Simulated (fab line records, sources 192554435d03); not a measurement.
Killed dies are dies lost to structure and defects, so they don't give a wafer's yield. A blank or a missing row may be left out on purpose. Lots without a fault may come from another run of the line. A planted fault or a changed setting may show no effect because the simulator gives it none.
Chamber matching | flow n5_finfet | N5_BEOL_M14_DESCUM_33 on rie_diel-06: 4 sister chambers
The step chemistry O2, time 7.9 s. 8 wafers are shown with their chamber, then 6 later ones without.

WAFERS WITH THEIR CHAMBER
wafer  | chamber | drypump_motor_current_A (A) | showerhead_plenum_p_Torr (Torr)
L848.1 | 0       | 5.8                         | 2.11
L848.2 | 1       | 5.8                         | 2.09
L858.1 | 3       | 5.8                         | 2.07
L858.4 | 1       | 5.7                         | 2.09
L858.6 | 2       | 6.3                         | 2.05
L861.1 | 0       | 5.8                         | 2.10
L861.2 | 3       | 5.8                         | 2.07
L861.5 | 2       | 6.3                         | 2.04

WAFERS WITHOUT THEIR CHAMBER
wafer  | drypump_motor_current_A (A) | showerhead_plenum_p_Torr (Torr)
L864.1 | 5.7                         | 2.08
L864.3 | 5.8                         | 2.09
L864.6 | 6.3                         | 2.04
L863.1 | 5.8                         | 2.07
L863.3 | 5.7                         | 2.08
L863.4 | 6.3                         | 2.04

WHICH CHAMBER EACH WENT THROUGH
wafer  | from the rows above     | in truth
L864.1 | can't be placed: 1 or 3 | 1
L864.3 | can't be placed: 1 or 0 | 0
L864.6 | 2                       | 2
L863.1 | 3                       | 3
L863.3 | can't be placed: 1 or 3 | 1
L863.4 | 2                       | 2
Placed correctly: 3 of 6. Can't be placed from these rows: 3 (the true chamber is among the candidates in 3). Placed wrongly: 0.
How it was worked out, from the rows above alone: a wafer's distance from a chamber is the root of the sum, over the readings, of the square of ((its reading less the chamber's mean) divided by the reading's scatter). The wafer belongs to the nearest chamber; if the next one is less than 2 further off, it can't be placed. A chamber's mean is the mean of its shown wafers. The scatter: the root of (the sum of the squares of (reading less its chamber's mean) over the shown wafers, divided by (wafers less chambers)).
